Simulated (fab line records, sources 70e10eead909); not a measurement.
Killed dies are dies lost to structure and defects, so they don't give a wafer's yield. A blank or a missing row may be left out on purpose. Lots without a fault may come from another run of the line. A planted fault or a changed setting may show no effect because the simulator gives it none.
fab line records | flow nand_harc
record lots=4 wafers=12 last_day=25
route steps=1159 shown A_CONTACT@847 END@1159
lots that met no fault: from a run of the same line without faults
start_h: hours from the record's first day to the start of the lot's first wafer shown | wait_h: hours since the lot's step before | " the same as in the row above | L1.1+2: a row that stands for several wafers | - no value, or no start given | * or withheld: withheld | < > ~ a bound
route shown NAME@n: a module of which the file shows steps, and the number in the route of the first | usual: mean/standard deviation of fault-free wafers | same: alike in all rows | chamber/n: place in a boat | sites: the reading at each site | _std_site: their standard deviation | _edge_site: outer sites' mean less inner sites' | radius_mm: how far each site lies from the wafer's centre | mask NAME#n: copy n | behind: the tool/chamber that last shaped the wafer | hold: why the lot was held/for how many hours/how that ended | device: the transistor (n, p or np) that didn't switch | end of line: the same wafers' tests at the end of the route | a step without rows: its recipe alone | killed: dies lost to structure and defects at the first sort, not the wafer's yield | map: a wafer's dies, x killed, . not, _ none there
set.NAME: the setting as run; set.NAME@STEP: as run at that earlier step | model.NAME: the simulator's own value behind a step, which no gauge read
lots at some steps of the route; a table a step, a row a wafer
services: from which hour (start_h, from the record's first day; less than 0 if before it) a tool's chamber was out of use, for how many hours, and why
## steps
# step NHARC_A_CONTACT_COAT_35
# recipe temp_c=225 time_s=65
# step NHARC_A_CONTACT_COAT_36
# recipe spin_rpm=1500 resist_thk_nm=90
# step NHARC_A_CONTACT_SOFTBAKE_37
# recipe temp_c=105 time_s=55
# step NHARC_A_CONTACT_EBR_38
# step NHARC_A_CONTACT_EXPOSE_39
# recipe na=1.35 sigma_outer=0.8 dose_mj=58.79 mask_id=A_CC_3
# step NHARC_A_CONTACT_PEB_40
# recipe peb_temp_c=100 peb_time_s=65
# step NHARC_A_CONTACT_DEVELOP_41
# recipe develop_time_s=35 dev_temp_c=23
# step NHARC_A_CONTACT_DESCUM_47
# recipe time_s=3 o2_flow_sccm=200 ar_flow_sccm=0 bias_power_w=0 chemistry=O2
# step NHARC_A_CONTACT_ETCH_48
# recipe target_depth_a=390 over_etch_frac=0.3 time_s=65 ion_energy_ev=80 cf4_flow_sccm=150 ar_flow_sccm=0 rf_w=300 bias_w=100 chemistry=CF4
# step NHARC_A_CONTACT_ETCH_49
# recipe target_depth_a=2600 over_etch_frac=0.3 time_s=475.3 ion_energy_ev=200 n2_flow_sccm=150 h2_flow_sccm=150 ar_flow_sccm=0 rf_w=400 bias_w=150 chemistry=N2/H2
# usual chamber_pressure_mTorr=30.000/0.024 drypump_motor_current_A=5.8/0.45 mfc_ar_sccm=0.004/0.0085 oes_product_au=0.999/0.0086 rf_vpp_V=431/3.1 showerhead_plenum_p_Torr=2.05/0.11 throttle_valve_pct=14.171/0.0086
# columns lot.wafer tool chamber start_h wait_h chamber_pressure_mTorr drypump_motor_current_A mfc_ar_sccm oes_product_au rf_hours_counter_h rf_vpp_V showerhead_plenum_p_Torr throttle_valve_pct
L737.4 rie_diel-04 1 371.84 - 30.016 5.5 0.004 0.988 15 435 2.18 14.168
L737.3 " 3 " " 30.039 5.2 0 0.994 15 427 1.93 14.170
L737.2 " 0 " " 30.002 5.8 0.002 1.012 15 432 2.08 14.158
L744.4 rie_diel-06 2 433.68 - 29.960 6.4 0.002 0.996 2 431 2.07 14.168
L744.2 " 3 " " 29.976 6.3 0.033 1.001 2 435 2.22 14.183
L744.1 " 1 " " 30.007 6.6 0.002 1.002 4 433 2.12 14.164
L753.4 rie_diel-06 2 483.42 - 30.001 6.4 0.002 0.991 20 431 2.06 14.174
L753.5 " 1 " " 30.004 6.5 0.002 1.001 - 432 2.11 14.177
L753.6 " 2 " " 29.979 6.4 0.002 0.990 - 430 2.06 14.169
L755.4 rie_diel-06 1 499.36 - 29.993 6.6 0.002 1.010 29 433 2.11 14.174
L755.3 " 3 " " 30.014 6.3 0.033 1.001 30 437 2.21 14.172
L755.5 " 0 " " 30.012 5.9 0 1.022 - 430 2.06 14.176
# step NHARC_A_CONTACT_ETCH_50
# recipe target_depth_a=847 time_s=42.4 cf4_flow_sccm=100 chf3_flow_sccm=30 ar_flow_sccm=0 rf_w=500 bias_w=200 chemistry=CF4/CHF3
# step NHARC_A_CONTACT_ETCH_51
# recipe target_depth_a=36000 over_etch_frac=0.3 time_s=936 ion_energy_ev=150 o2_flow_sccm=400 cos_flow_sccm=20 ar_flow_sccm=0 rf_w=500 bias_w=300 chemistry=O2/COS
# step NHARC_A_CONTACT_ETCH_111
# recipe source_w=withheld pressure_mtorr=20 bias_v=withheld time_s=140 target_depth_a=7000 ar_flow_sccm=withheld c4f8_flow_sccm=withheld o2_flow_sccm=withheld chemistry=C4F8/O2/Ar
# step NHARC_A_CONTACT_ETCH_112
# recipe source_w=withheld pressure_mtorr=20 bias_v=3000 time_s=94 target_depth_a=9220 ar_flow_sccm=withheld c4f8_flow_sccm=withheld o2_flow_sccm=withheld chemistry=C4F8/O2/Ar
# step NHARC_A_CONTACT_ETCH_113
# recipe source_w=withheld pressure_mtorr=20 bias_v=3000 time_s=94 target_depth_a=9220 ar_flow_sccm=withheld c4f8_flow_sccm=withheld o2_flow_sccm=withheld chemistry=C4F8/O2/Ar
# step NHARC_A_CONTACT_ETCH_114
# recipe source_w=withheld pressure_mtorr=20 bias_v=3000 time_s=94 target_depth_a=9220 ar_flow_sccm=withheld c4f8_flow_sccm=withheld o2_flow_sccm=withheld chemistry=C4F8/O2/Ar
# step NHARC_A_CONTACT_ETCH_115
# recipe source_w=withheld pressure_mtorr=20 bias_v=3000 time_s=94 target_depth_a=9220 ar_flow_sccm=withheld c4f8_flow_sccm=withheld o2_flow_sccm=withheld chemistry=C4F8/O2/Ar
# step NHARC_A_CONTACT_ETCH_116
# recipe source_w=withheld pressure_mtorr=20 bias_v=3000 time_s=94 target_depth_a=9220 ar_flow_sccm=withheld c4f8_flow_sccm=withheld o2_flow_sccm=withheld chemistry=C4F8/O2/Ar
# step NHARC_A_CONTACT_ETCH_117
# recipe source_w=withheld pressure_mtorr=20 bias_v=3000 time_s=94 target_depth_a=9220 ar_flow_sccm=withheld c4f8_flow_sccm=withheld o2_flow_sccm=withheld chemistry=C4F8/O2/Ar
# step NHARC_A_CONTACT_ETCH_118
# recipe source_w=withheld pressure_mtorr=20 bias_v=3000 time_s=94 target_depth_a=9220 ar_flow_sccm=withheld c4f8_flow_sccm=withheld o2_flow_sccm=withheld chemistry=C4F8/O2/Ar
# step NHARC_A_CONTACT_ETCH_119
# recipe source_w=withheld pressure_mtorr=20 bias_v=3000 time_s=94 target_depth_a=9220 ar_flow_sccm=withheld c4f8_flow_sccm=withheld o2_flow_sccm=withheld chemistry=C4F8/O2/Ar
# step NHARC_A_CONTACT_ETCH_120
# recipe source_w=withheld pressure_mtorr=20 bias_v=3000 time_s=94 target_depth_a=9220 ar_flow_sccm=withheld c4f8_flow_sccm=withheld o2_flow_sccm=withheld chemistry=C4F8/O2/Ar
# step NHARC_A_CONTACT_ETCH_121
# recipe source_w=withheld pressure_mtorr=20 bias_v=3000 time_s=94 target_depth_a=9220 ar_flow_sccm=withheld c4f8_flow_sccm=withheld o2_flow_sccm=withheld chemistry=C4F8/O2/Ar
# step NHARC_A_CONTACT_ETCH_122
# recipe source_w=withheld pressure_mtorr=20 bias_v=3000 time_s=95 target_depth_a=9300 ar_flow_sccm=withheld c4f8_flow_sccm=withheld o2_flow_sccm=withheld chemistry=C4F8/O2/Ar
# step NHARC_A_CONTACT_ETCH_123
# recipe source_w=withheld pressure_mtorr=20 bias_v=400 time_s=253 target_depth_a=10900 ar_flow_sccm=withheld c4f8_flow_sccm=11.5 o2_flow_sccm=7.2 chemistry=C4F8/O2/Ar
# step NHARC_A_CONTACT_ETCH_90
# recipe target_depth_a=400 over_etch_frac=0.5 time_s=85.7 ion_energy_ev=120 ch3f_flow_sccm=50 o2_flow_sccm=30 ar_flow_sccm=200 rf_w=500 bias_w=100 chemistry=CH3F/O2
# step NHARC_A_CONTACT_ETCH_96
# recipe target_depth_a=200 over_etch_frac=0.5 time_s=10 ion_energy_ev=250 c4f6_flow_sccm=25 o2_flow_sccm=20 ar_flow_sccm=500 rf_w=600 bias_w=500 chemistry=C4F6/O2
# step NHARC_A_CONTACT_STRIP_99
# recipe n2_flow_sccm=150 h2_flow_sccm=150 ar_flow_sccm=0 bias_w=0 chemistry=N2/H2
# step NHARC_A_CONTACT_STRIP_100
# recipe cf4_flow_sccm=100 chf3_flow_sccm=30 ar_flow_sccm=0 bias_w=0 chemistry=CF4/CHF3
# step NHARC_A_CONTACT_STRIP_101
# recipe o2_flow_sccm=400 cos_flow_sccm=20 ar_flow_sccm=0 bias_w=0 chemistry=O2/COS
# step NHARC_A_CONTACT_ETCH_102
# recipe target_depth_a=700 overetch_a=70 time_s=38.5 ion_energy_ev=100 cf4_flow_sccm=80 o2_flow_sccm=20 ar_flow_sccm=0 rf_w=300 bias_w=100 chemistry=CF4/O2
# step NHARC_A_CONTACT_STRIP_55
# recipe o2_flow_sccm=500 ar_flow_sccm=0 bias_w=0 chemistry=O2
# step NHARC_A_CONTACT_STRIP_56
# recipe time_s=600 temp_c=30 chemistry=post_etch_residue_remover
# step NHARC_A_CONTACT_DEP_57
# recipe target_thk_a=28000 temp_c=400 material=aC
# step NHARC_A_CONTACT_DEP_58
# recipe target_thk_a=600 target_thk_nm=60 temp_c=400 pressure_torr=3.5 flow_sccm=200 rf_w=350 material=SiON
# step NHARC_A_CONTACT_DEHYDRATE_59
# recipe temp_c=150 time_s=120
# step NHARC_A_CONTACT_HMDS_60
# recipe time_s=30
# step NHARC_A_CONTACT_COAT_61
# recipe temp_c=260 time_s=75
# step NHARC_END_SORT_01
# recipe temp_c=25
# usual killed_at_array=26/11 killed_at_other=0.4/0.78 killed_at_periphery=3.4/2.4 killed_dies=29/11 killed_open=3.1/1.9 killed_short=1.9/1.4
# same gross_dies=677
# columns lot.wafer tool chamber start_h wait_h killed_at_array killed_at_other killed_at_periphery killed_dies killed_open killed_short
L753.5 prober-02 0 598.15 7.4 108 0 5 113 2 2
L755.4 prober-02 0 605.09 3.4 136 0 0 136 2 1
# killed by level:class
L753.5 A_CONTACT:unspecified=82 A_CHANNEL_HOLE_D1:chamber_film_flake=15 A_SLIT:chamber_film_flake=6 P_CONTACT:geometric_particle:open=2 A_WL_FILL:geometric_particle:short=2 P_M2:chamber_film_flake=2 A_CONTACT:chamber_film_flake=2 P_GATE:chamber_film_flake=1
L755.4 A_CONTACT:unspecified=86 A_SLIT:chamber_film_flake=30 A_CHANNEL_HOLE_D1:chamber_film_flake=7 A_STAIRCASE:chamber_film_flake=4 A_CONTACT:chamber_film_flake=3 A_M0:chamber_film_flake=2 A_WL_FILL:geometric_particle:short=1 A_CONTACT:geometric_particle:open=1
# map L753.5 (x killed, . not)
____________.____________
_________......._________
_______..........._______
______.............______
_____.....x.x......._____
____.xx..x...........____
____...xxxx.x........____
___...xxxxxx.x....x..x___
___...xxxxxxx.........___
__...xxxxxxxx.........x__
__...xxxxxxxxx........x__
_.....xxxxxxxx........xx_
_....xxxxxxxxx........x._
_.....xxxxxxx........x.._
_.....xxxxxxxx.........x_
_......xxxx............._
.......x.xxxx............
.......x.x...............
...x.......x.............
.........................
.......................x.
_......................._
_......................._
_......................._
_......................._
_......................._
__.....................__
__.....................__
___...................___
___..xxx..............___
____.x.x.............____
____..xxx............____
_____xxx............_____
______xx........x..______
_______x.x........_______
_________x......_________
____________.____________
# map L755.4 (x killed, . not)
____________.____________
_________......._________
_______..........._______
______.............______
_____...x..x........_____
____...xxx..x........____
____..xxxxx...x......____
___...xxxxx.xx........___
___..xxxxxxxx.........___
__..xxxxxxxxx.x........__
__..x.xxxxxxx.....x....__
_....xxxxxxxxx.........._
_.....xxxxxxx..........._
_.....xxxxxxxx.........._
_.....xxxxxxxx.........x_
_......xxxxx.x......x..._
....x..xxx..x.........x..
.......xx.xx......x......
.........x.......x.x.....
.......x.........xx......
........x......x.xxxx....
_...............xxxx...._
_..............xxxx.x..._
_...............xxxx...._
_...........x..xxxx....._
_.................x....._
__.....x.........xx....__
__.....................__
___................x..___
___................x..___
____.................____
____.................____
_____..............._____
______.............______
_______...xx......_______
_________......._________
____________x____________
## services
# columns tool chamber start_h hours kind
rie_diel-06 3 359.28 27.0 repair
rie_diel-06 0 372.30 - clean
rie_diel-06 1 372.30 - clean
rie_diel-06 2 372.30 - clean
rie_diel-06 0 396.80 - clean
rie_diel-06 1 396.80 - clean
rie_diel-06 2 396.80 - clean
rie_diel-06 3 396.80 - clean
rie_diel-04 3 397.47 2.3 repair
rie_diel-06 - 418.27 9.0 pm
rie_diel-06 0 418.27 9.0 vent_cycle
rie_diel-06 1 418.27 9.0 vent_cycle
rie_diel-06 2 418.27 9.0 vent_cycle
rie_diel-06 3 418.27 9.0 vent_cycle
rie_diel-06 0 427.27 - clean
rie_diel-06 1 427.27 - clean
rie_diel-06 2 427.27 - clean
rie_diel-06 3 427.27 - clean
rie_diel-06 3 427.27 - consumable_replace:showerhead
rie_diel-06 0 452.05 - clean
rie_diel-06 1 452.05 - clean
rie_diel-06 2 452.05 - clean
rie_diel-06 3 452.05 - clean
rie_diel-04 - 466.30 9.0 pm
## key
first_sign step=NHARC_END_SORT_01 reading=killed_at_array direction=up sigmas=9.1 usual=26 struck=122
effect step=NHARC_END_SORT_01 reading=killed_dies direction=up sigmas=8.8 usual=29 struck=124
more_kills_born_at NHARC_A_CONTACT_ETCH_49@rie_diel-06=168
met_at NHARC_A_CONTACT_ETCH_49
struck_wafers L753.5,L755.4
tester_left_out L753,L755
onset_between 433.68 483.42
fault kind=chamber_particle_source tool=rie_diel-06 chamber=1 onset_h=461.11 steps=NHARC_A_CONTACT_ETCH_49 rate_per_visit_cm2=0.90068 end_h=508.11
# tester_left_out: of these lots the tester's yield and bins aren't shown, on N5 and GAA mostly nor the transistor test; their killed dies are dies lost to structure and defects alone, not to doping, threshold or leakage, so they don't give the yield
